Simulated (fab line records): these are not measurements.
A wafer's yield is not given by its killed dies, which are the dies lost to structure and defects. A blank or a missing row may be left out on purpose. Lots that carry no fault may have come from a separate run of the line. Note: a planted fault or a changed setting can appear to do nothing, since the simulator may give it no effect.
fab line records	flow n5Finfet
record: lots: 10	wafers: 30	lastDay: 17
route steps=1938 shown FIN_SAQP@152 FIN_CUT@174 STI_FIN_REVEAL@184 BEOL_M4@1111 PASSIVATION@1936
lots that met no fault: taken from a fault-free run of the same line
startH: the number of hours between the record's first day and the start of the first shown wafer of the lot	waitH: hours elapsed since this lot's preceding step	" same as the row above	L1.1+2: one row covering several wafers at once	- no value, or no start given	* or withheld: withheld	< > ~ a bound
route shown NAME@n: NAME is a module with steps in the file, n the number in the route of the first one	usual: the fault-free wafers' mean and standard deviation	same: alike in all rows	chamber/n: place in a boat	sites: readings site by site	_std_site: standard deviation of those values	_edge_site: outer sites' mean less inner sites'	radiusMm: how far each site lies from the wafer's centre	mask NAME#n: copy n	behind: the most recent tool/chamber to have shaped the wafer	hold: why the lot was held/for how many hours/how that ended	device: the transistor (n, p or np) that didn't switch	end of line: tests run on the same wafers once the route is complete	a step given without rows: its recipe and nothing more	killed: at the first sort, the dies lost to defects and structure; wafer yield is something else	map: shows each die of a wafer: x if killed, . if not, _ if none is there
set.NAME: the run value of the setting; set.NAME@STEP: its run value at that earlier step	model.NAME: the simulator's own value behind a step, which no gauge read
a sample of lots followed through the steps of the route, with each step as a table and each wafer as a row
services: a tool's chamber out of use, with start hour (startH, from the record's first day; less than 0 if before it), hours out, and reason
== steps ==
step: N5_FIN_SAQP_OCD_MEAS_76
usual: trenchDepthNm: 119.9/1.8
lot.wafer	tool	chamber	startH	waitH	trenchDepthNm
L474.4	ocd-02	-	26.01	0.0	117.4
L474.5	"	-	"	"	120.6
L474.6	"	-	"	"	120.2
L475.2	ocd-02	-	32.83	0.0	122.6
L475.3	"	-	"	"	120.1
L475.4	"	-	"	"	122.5
L478.3	ocd-01	-	51.78	0.0	118.5
L478.4	"	-	"	"	122.0
L478.5	"	-	"	"	123.0
L479.1	ocd-01	-	57.39	0.0	120.6
L479.4	"	-	"	"	117.9
L479.6	"	-	"	"	119.0
L483.2	ocd-01	-	84.59	0.0	122.0
L483.4	"	-	"	"	121.8
L483.5	"	-	"	"	120.5
L484.2	ocd-01	-	87.37	0.0	123.0
L484.4	"	-	"	"	121.2
L484.5	"	-	"	"	122.0
L485.2	ocd-02	-	96.10	0.0	120.3
L485.4	"	-	"	"	118.0
L485.6	"	-	"	"	121.3
L489.1	ocd-01	-	118.83	0.0	121.4
L489.3	"	-	"	"	117.3
L489.5	"	-	"	"	121.2
L495.3	ocd-01	-	155.46	0.0	115.4
L495.5	"	-	"	"	119.9
L495.6	"	-	"	"	116.3
L496.1	ocd-01	-	161.32	0.0	121.5
L496.3	"	-	"	"	121.8
L496.5	"	-	"	"	119.4
step: N5_FIN_CUT_CUT_ETCH_27
recipe: chemistry: CHF3/O2	target: SiO2	targetDepthA: 40	maskMaterial: SOC	overetchA: 20	timeS: 4.9	pressureMtorr: 30	sourceW: 650	biasW: 170	Ar_flow_sccm: 200	CHF3_flow_sccm: 50	O2_flow_sccm: 5	ionEnergyEv: 200
usual: drypumpMotorCurrentA: 5.8/0.41	oes_o_777_au: 0.78/0.064	oesProductAu: 0.61/0.047	rfVppV: 522/13	showerheadPlenumPTorr: 2.40/0.083	throttleValvePct: 18.87/0.17
lot.wafer	tool	chamber	startH	waitH	drypumpMotorCurrentA	oes_o_777_au	oesProductAu	rfHoursCounterH	rfVppV	showerheadPlenumPTorr	throttleValvePct
L474.4	rieDiel-03	1	27.07	0.0	5.1	0.83	0.67	43	517	2.37	18.51
L474.5	"	1	"	"	5.1	0.84	0.67	-	517	2.37	18.51
L474.6	"	0	"	"	5.8	0.88	0.68	-	511	2.54	18.81
L475.2	rieDiel-05	2	33.81	0.0	6.3	0.81	0.61	122	522	2.43	18.62
L475.3	"	1	"	"	5.9	0.80	0.63	134	512	2.40	18.89
L475.4	"	0	"	"	6.3	0.73	0.59	168	535	2.32	18.84
L478.3	rieDiel-03	2	52.72	0.0	5.8	0.76	0.58	196	513	2.31	18.84
L478.4	"	1	"	"	5.1	0.83	0.66	50	518	2.37	18.53
L478.5	"	2	"	"	5.8	0.76	0.58	-	511	2.31	18.84
L479.1	rieDiel-04	1	58.45	0.0	5.2	0.89	0.68	53	513	2.46	19.03
L479.4	"	3	"	"	5.9	0.68	0.53	243	526	2.27	18.75
L479.6	"	0	"	"	5.1	0.78	0.61	-	507	2.31	18.97
L483.2	rieDiel-05	3	85.88	0.0	6.1	0.73	0.59	158	551	2.50	18.96
L483.4	"	2	"	"	6.3	0.80	0.61	135	522	2.42	18.67
L483.5	"	3	"	"	6.1	0.73	0.59	-	550	2.50	18.95
L484.2	rieDiel-05	1	88.43	0.0	5.8	0.80	0.62	148	513	2.40	18.93
L484.4	"	2	"	"	6.3	0.80	0.61	136	524	2.42	18.65
L484.5	"	1	"	"	5.8	0.80	0.62	-	512	2.40	18.93
L485.2	rieDiel-04	2	97.30	0.0	6.1	0.73	0.58	192	517	2.40	19.07
L485.4	"	1	"	"	5.2	0.87	0.67	62	514	2.46	19.04
L485.6	"	1	"	"	5.2	0.86	0.66	-	514	2.46	19.04
L489.1	rieDiel-05	0	119.77	0.0	6.4	0.71	0.57	195	533	2.30	18.89
L489.3	"	2	"	"	6.3	0.79	0.61	148	523	2.42	18.69
L489.5	"	1	"	"	5.8	0.78	0.61	-	511	2.39	18.95
L495.3	rieDiel-04	2	156.54	0.0	6.1	0.71	0.56	217	517	2.39	19.11
L495.5	"	2	"	"	6.1	0.71	0.56	-	518	2.39	19.13
L495.6	"	1	"	"	5.2	0.83	0.64	-	515	2.45	19.08
L496.1	rieDiel-05	0	162.28	0.0	6.4	0.70	0.56	207	532	2.30	18.91
L496.3	"	3	"	"	6.1	0.71	0.57	180	548	2.49	19.01
L496.5	"	2	"	"	6.3	0.77	0.59	-	522	2.41	18.69
step: N5_FIN_CUT_PRECLEAN_35
recipe: timeS: 13.3	tempC: 45	pressureTorr: 125	pHfTorr: 3	pCoreactantTorr: 25	chemistry: vHF
usual: drypumpMotorCurrentA: 5.7/0.4	timeS: 13.3/0
lot.wafer	tool	chamber	startH	waitH	drypumpMotorCurrentA	timeS
L474.4	vaporEtch-01	1	27.16	0.1	5.2	13.3
L474.5	"	0	"	"	6.0	13.3
L474.6	"	1	"	"	5.2	13.3
L475.2	vaporEtch-01	1	33.88	0.0	5.2	13.3
L475.3	"	1	"	"	5.2	13.3
L475.4	"	0	"	"	6.0	13.3
L478.3	vaporEtch-01	1	52.81	0.1	5.2	13.3
L478.4	"	0	"	"	6.0	13.3
L478.5	"	1	"	"	5.2	13.3
L479.1	vaporEtch-02	0	58.52	0.0	5.5	13.3
L479.4	"	0	"	"	5.4	13.3
L479.6	"	0	"	"	5.5	13.3
L483.2	vaporEtch-01	0	85.94	0.0	6.0	13.3
L483.4	"	1	"	"	5.2	13.3
L483.5	"	1	"	"	5.2	13.3
L484.2	vaporEtch-01	0	88.50	0.0	6.0	13.3
L484.4	"	1	"	"	5.2	8.906
L484.5	"	0	"	"	6.0	13.3
L485.2	vaporEtch-01	1	97.37	0.0	5.2	13.3
L485.4	"	1	"	"	5.2	8.906
L485.6	"	1	"	"	5.2	8.906
L489.1	vaporEtch-02	1	119.83	0.0	6.1	13.3
L489.3	"	1	"	"	6.1	13.3
L489.5	"	0	"	"	5.5	13.3
L495.3	vaporEtch-01	1	156.63	0.1	5.2	13.3
L495.5	"	1	"	"	5.2	13.3
L495.6	"	0	"	"	6.0	13.3
L496.1	vaporEtch-02	0	162.35	0.0	5.4	13.3
L496.3	"	1	"	"	6.1	13.3
L496.5	"	1	"	"	6.1	13.3
step: N5_STI_FIN_REVEAL_ALD_14
recipe: material: Si3N4	targetThkA: 30	tempC: 400	aldPrecursorFamily: SiH2I2	aldCoReactant: N2/H2-plasma	pressureTorr: 2
usual: heaterPowerW: 798/80
lot.wafer	tool	chamber	startH	waitH	heaterPowerW
L474.4	aldSin-03	1	27.79	0.1	752
L474.5	"	3	"	"	843
L474.6	"	2	"	"	735
L475.2	aldSin-03	2	34.34	0.0	743
L475.3	"	3	"	"	839
L475.4	"	1	"	"	712
L478.3	aldSin-02	1	53.46	0.0	950
L478.4	"	3	"	"	784
L478.5	"	1	"	"	953
L479.1	aldSin-03	1	59.22	0.0	718
L479.4	"	2	"	"	729
L479.6	"	0	"	"	709
L483.2	aldSin-03	0	86.55	0.0	738
L483.4	"	1	"	"	727
L483.5	"	0	"	"	699
L484.2	aldSin-03	2	89.30	0.0	733
L484.4	"	0	"	"	708
L484.5	"	2	"	"	759
L485.2	aldSin-02	1	97.83	0.0	940
L485.4	"	3	"	"	780
L485.6	"	1	"	"	929
L489.1	aldSin-03	3	120.29	0.0	860
L489.3	"	1	"	"	737
L489.5	"	2	"	"	751
L495.3	aldSin-01	2	157.14	0.0	813
L495.5	"	3	"	"	940
L495.6	"	2	"	"	800
L496.1	aldSin-01	1	163.96	0.0	811
L496.3	"	0	"	"	837
L496.5	"	2	"	"	802
step: N5_BEOL_M4_RC_MEAS_101
usual: DIBL_N: 36.1/1.6	DIBL_P: 36.6/1.9	IOFF_N: 0.160/0.026	IOFF_P: 0.210/0.028	ION_N: 677/10	ION_P: 464/6.9	SS_N: 71.4/0.56	SS_P: 73.3/0.61	VT_N: 249.1/2.6	VT_P: -250/3.3
lot.wafer	tool	chamber	startH	waitH	DIBL_N[mV/V]	DIBL_P[mV/V]	IOFF_N[nA/um]	IOFF_P[nA/um]	ION_N[uA/um]	ION_P[uA/um]	SS_N[mV/dec]	SS_P[mV/dec]	VT_N[mV]	VT_P[mV]
L474.4	prober-01	0	167.43	0.5	36.5	35.3	0.142	0.179	670	466	71.4	73.5	250.7	-255
L474.5	"	0	"	"	38.0	38.2	0.173	0.216	682	468	71.7	74.4	249.5	-250
L474.6	"	0	"	"	36.2	35.1	0.145	0.173	679	460	71.7	73.0	250.8	-255
L475.2	prober-01	0	186.81	0.2	37.3	38.1	0.174	0.238	687	473	71.9	73.8	250.0	-248
L475.3	"	0	"	"	34.0	33.5	0.107	0.166	657	455	71.0	72.6	256.2	-255
L475.4	"	0	"	"	35.0	34.0	0.120	0.170	663	458	70.8	73.5	253.8	-254
L478.3	prober-02	0	207.55	0.3	35.6	36.2	0.157	0.204	668	458	71.2	73.5	250.6	-252
L478.4	"	0	"	"	34.9	35.3	0.144	0.190	678	466	70.7	73.0	251.0	-250
L478.5	"	0	"	"	33.4	33.9	0.128	0.175	662	460	71.4	72.2	250.9	-254
L479.1	prober-02	0	212.09	0.0	36.4	37.0	0.143	0.221	673	474	71.0	73.9	252.4	-248
L479.4	"	0	"	"	36.0	36.6	0.149	0.216	683	469	70.9	72.8	248.6	-252
L479.6	"	0	"	"	35.3	35.7	0.133	0.206	667	469	70.8	72.8	250.6	-251
L483.2	prober-01	0	235.68	0.2	37.0	36.2	0.134	0.190	681	463	71.4	73.1	250.9	-253
L483.4	"	0	"	"	37.7	36.5	0.139	0.178	664	456	71.0	72.9	251.3	-252
L483.5	"	0	"	"	36.6	34.9	0.134	0.172	663	460	70.8	73.1	252.4	-254
L484.2	prober-02	0	238.73	0.2	37.1	38.9	0.188	0.238	682	469	71.4	73.8	248.1	-248
L484.4	"	0	"	"	33.0	33.9	0.120	0.171	656	458	70.5	72.0	250.7	-250
L484.5	"	0	"	"	33.2	33.5	0.129	0.158	666	454	70.8	72.4	251.3	-256
L485.2	prober-01	0	245.19	0.2	34.5	34.8	0.138	0.187	673	457	71.6	72.6	252.1	-252
L485.4	"	0	"	"	32.2	32.1	0.107	0.150	652	452	71.3	71.9	256.7	-256
L485.6	"	0	"	"	34.1	34.1	0.135	0.178	665	456	71.8	72.5	251.7	-252
L489.1	prober-01	0	279.12	0.0	37.5	37.3	0.176	0.220	680	462	71.5	73.9	245.7	-252
L489.3	"	0	"	"	38.2	38.2	0.191	0.222	688	463	71.8	74.1	247.6	-250
L489.5	"	0	"	"	35.3	34.5	0.139	0.180	671	461	70.9	73.6	250.8	-254
L496.1	prober-02	0	295.72	0.0	35.4	33.3	0.125	0.197	661	459	71.2	73.2	252.5	-250
L496.3	"	0	"	"	34.4	33.6	0.127	0.199	671	469	70.7	73.0	251.0	-249
L496.5	"	0	"	"	36.7	35.4	0.148	0.233	662	463	71.7	73.4	249.6	-249
L495.3	prober-02	0	311.66	0.3	37.6	38.1	0.174	0.210	688	464	71.7	73.8	248.4	-252
L495.5	"	0	"	"	35.0	36.6	0.144	0.189	675	459	71.2	72.9	250.1	-255
L495.6	"	0	"	"	35.9	36.8	0.145	0.185	672	452	71.4	73.8	251.0	-253
step: N5_PASSIVATION_PROBE_49
usual: defectLimitedYield: 91.3/1.5	killed_at_M0_to_M3: 34/10	killed_at_M4_up: 13/4.9	killedAtContacts: 13/6.1	killedAtFrontEnd: 39/13	killedAtOther: 4.1/2.7	killedDies: 103/18	killedOpen: 68/13	killedShort: 32/7.6	sort_bin_5_function: 5.2/1	sort_bin_6_memory: 3.2/0.75	sortNPass: 1077/18	sortYieldPct: 91.3/1.5
same: grossDies: 1180	killedAtBackSide: 0	sort_bin_4_leakage[%]: 0	sort_bin_8_speed[%]: 0
lot.wafer	tool	chamber	startH	waitH	defectLimitedYield[%]	killed_at_M0_to_M3	killed_at_M4_up	killedAtContacts	killedAtFrontEnd	killedAtOther	killedDies	killedOpen	killedShort	sort_bin_5_function[%]	sort_bin_6_memory[%]	sortNPass	sortYieldPct[%]
L475.2	prober-02	-	278.90	1.0	91.2	30	12	7	53	2	104	69	32	4.6	3.7	1076	91.2
L475.3	prober-02	-	278.95	1.0	91.6	38	7	8	43	3	99	61	35	5.3	2.8	1081	91.6
L475.4	prober-02	-	279.00	1.1	92.7	29	8	15	30	4	86	71	15	3.6	3.4	1094	92.7
L478.3	prober-01	-	313.25	0.1	92.0	33	7	9	35	10	94	58	34	4.0	3.6	1086	92.0
L478.4	prober-01	-	313.30	0.2	92.6	30	14	7	31	5	87	51	27	3.9	3.1	1093	92.6
L478.5	prober-01	-	313.35	0.2	90.4	43	10	9	39	12	113	77	30	6.6	2.7	1067	90.4
L479.1	prober-02	-	314.27	0.0	89.4	46	13	11	49	6	125	82	38	6.8	3.5	1055	89.4
L479.4	prober-02	-	314.42	0.2	90.7	21	20	11	58	0	110	65	40	4.7	4.1	1070	90.7
L479.6	prober-02	-	314.52	0.3	91.5	35	14	16	35	0	100	67	29	4.4	3.7	1080	91.5
L485.2	prober-02	-	354.96	0.1	91.2	34	17	9	42	2	104	71	27	5.8	3.0	1076	91.2
L485.4	prober-02	-	355.06	0.2	92.6	39	12	11	21	4	87	60	25	4.9	2.4	1093	92.6
L485.6	prober-02	-	355.16	0.3	90.0	33	20	14	46	5	118	84	32	5.3	4.5	1062	90.0
killed by level:class
L475.2 STI_FIN_REVEAL:geometricParticle:open=22 FIN_SAQP:geometricParticle:open=11 BEOL_M0_SAQP:geometricParticle:short=10 MOL_CONTACT_COAG:geometricParticle:open=7 BEOL_M2:geometricParticle:open=6 FIN_SAQP:geometricParticle:short=5 BEOL_M0_SAQP:geometricParticle:open=5 BEOL_M4:geometricParticle:short=4
L475.3 FIN_SAQP:geometricParticle:short=11 FIN_SAQP:geometricParticle:open=11 BEOL_M3:geometricParticle:open=10 BEOL_M2:geometricParticle:open=10 BEOL_M0_SAQP:geometricParticle:short=7 DUMMY_GATE:geometricParticle:open=6 MOL_CONTACT_COAG:geometricParticle:open=6 STARTING-WAFER:geometricParticle:short=6
L475.4 MOL_CONTACT_COAG:geometricParticle:open=14 BEOL_M3:geometricParticle:open=14 STI_FIN_REVEAL:geometricParticle:open=8 GATE_CUT:geometricParticle:short=5 BEOL_M2:geometricParticle:open=5 FIN_SAQP:geometricParticle:short=4 FIN_SAQP:geometricParticle:open=4 BEOL_M4:geometricParticle:open=4
L478.3 BEOL_M0_SAQP:geometricParticle:short=11 BEOL_M1:geometricParticle:open=8 FIN_SAQP:geometricParticle:short=7 MOL_CONTACT_COAG:geometricParticle:open=7 FIN_SAQP:geometricParticle:open=5 GATE_CUT:geometricParticle:open=5 GATE_CUT:geometricParticle:short=5 BEOL_M0_SAQP:geometricParticle:open=5
L478.4 FIN_SAQP:geometricParticle:open=9 BEOL_M0_SAQP:geometricParticle:open=8 BEOL_M0_SAQP:geometricParticle:short=7 MOL_CONTACT_COAG:geometricParticle:open=6 GATE_CUT:geometricParticle:short=5 BEOL_M4:geometricParticle:open=5 HKMG_FIN:areaEtch=5 BEOL_M3:geometricParticle:open=4
L478.5 FIN_SAQP:geometricParticle:open=20 BEOL_M0_SAQP:geometricParticle:open=15 BEOL_M0_SAQP:geometricParticle:short=9 BEOL_M2:geometricParticle:open=7 FIN_SAQP:geometricParticle:short=6 MOL_CONTACT_COAG:geometricParticle:open=6 MOL_CONTACT_COAG:geometricParticle:short=3 BEOL_M4:geometricParticle:open=3
L479.1 BEOL_M0_SAQP:geometricParticle:short=13 BEOL_M1:geometricParticle:open=11 STI_FIN_REVEAL:geometricParticle:open=11 FIN_SAQP:geometricParticle:open=9 MOL_CONTACT_COAG:geometricParticle:open=8 BEOL_M0_SAQP:geometricParticle:open=8 GATE_CUT:geometricParticle:short=6 BEOL_M3:geometricParticle:open=6
L479.4 STI_FIN_REVEAL:geometricParticle:open=14 GATE_CUT:geometricParticle:short=10 MOL_CONTACT_COAG:geometricParticle:open=9 FIN_SAQP:geometricParticle:short=8 FIN_SAQP:geometricParticle:open=8 BEOL_M3:geometricParticle:open=6 BEOL_M4:geometricParticle:open=5 STI_FIN_REVEAL:geometricParticle:short=4
L479.6 BEOL_M0_SAQP:geometricParticle:short=13 MOL_CONTACT_COAG:geometricParticle:open=11 BEOL_M0_SAQP:geometricParticle:open=9 FIN_SAQP:geometricParticle:open=8 STI_FIN_REVEAL:geometricParticle:open=6 FIN_SAQP:geometricParticle:short=5 DUMMY_GATE:geometricParticle:open=5 BEOL_M1:geometricParticle:open=5
L485.2 BEOL_M3:geometricParticle:open=12 FIN_SAQP:geometricParticle:open=9 MOL_CONTACT_COAG:geometricParticle:open=7 BEOL_M5:geometricParticle:open=7 DUMMY_GATE:geometricParticle:open=6 BEOL_M1:geometricParticle:short=6 STI_FIN_REVEAL:geometricParticle:open=5 BEOL_M1:geometricParticle:open=5
L485.4 MOL_CONTACT_COAG:geometricParticle:open=11 BEOL_M2:geometricParticle:open=9 STI_FIN_REVEAL:geometricParticle:open=7 BEOL_M3:geometricParticle:open=6 BEOL_M4:geometricParticle:open=6 BEOL_M0_SAQP:geometricParticle:short=5 BEOL_M1:geometricParticle:open=4 FIN_SAQP:geometricParticle:open=3
L485.6 STI_FIN_REVEAL:geometricParticle:open=20 MOL_CONTACT_COAG:geometricParticle:open=12 BEOL_M1:geometricParticle:open=7 BEOL_M2:geometricParticle:open=6 BEOL_M3:geometricParticle:open=6 BEOL_M4:geometricParticle:open=5 BEOL_M5:geometricParticle:open=5 FIN_SAQP:geometricParticle:open=4
== services ==
tool	chamber	startH	hours	kind
aldSin-03	0	5.60	32.5	repair
aldSin-02	1	7.31	10.8	repair
aldSin-03	1	7.47	3.6	repair
aldSin-03	2	8.03	-	clean
aldSin-03	3	8.03	-	clean
aldSin-02	-	17.50	1.9	repair
aldSin-02	3	30.90	6.3	repair
aldSin-02	0	52.88	3.4	repair
aldSin-02	0	56.37	8.4	repair
aldSin-02	1	65.92	3.8	repair
rieDiel-04	3	72.64	7.9	repair
aldSin-01	-	85.37	14.0	pm
aldSin-01	0	85.37	14.0	ventCycle
vaporEtch-01	-	87.61	0.3	repair
rieDiel-03	-	96.86	14.6	pm
rieDiel-04	3	99.76	-	clean
rieDiel-04	3	99.76	-	consumableReplace:focusRing
rieDiel-04	3	99.76	-	consumableReplace:showerhead
rieDiel-04	3	99.76	17.5	scheduledDown
rieDiel-04	3	99.76	17.5	ventCycle
rieDiel-03	1	132.78	6.3	repair
rieDiel-04	2	157.27	4.0	repair
aldSin-03	-	160.47	14.6	pm
rieDiel-03	-	163.67	4.3	pm
== key ==
firstSign: step: N5_FIN_CUT_PRECLEAN_35	reading: timeS	direction: down	sigmas: 99+	usual: *	struck: *
effect none on later readings
metAt N5_FIN_CUT_PRECLEAN_35
struckLots L484,L485
struckWafers L484.4,L485.4,L485.6
notActingAt N5_FIN_SAQP_OCD_MEAS_76,N5_FIN_CUT_CUT_ETCH_27,N5_STI_FIN_REVEAL_ALD_14
onsetBetween 85.94 88.50
fault: kind: processParameterDrift	tool: vaporEtch-01	chamber: -	onsetH: 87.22	steps: N5_FIN_CUT_PRECLEAN_35	channel: timeS	offset: *	shape: step	endH: 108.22	scope: struckWafersOnly	stated: *
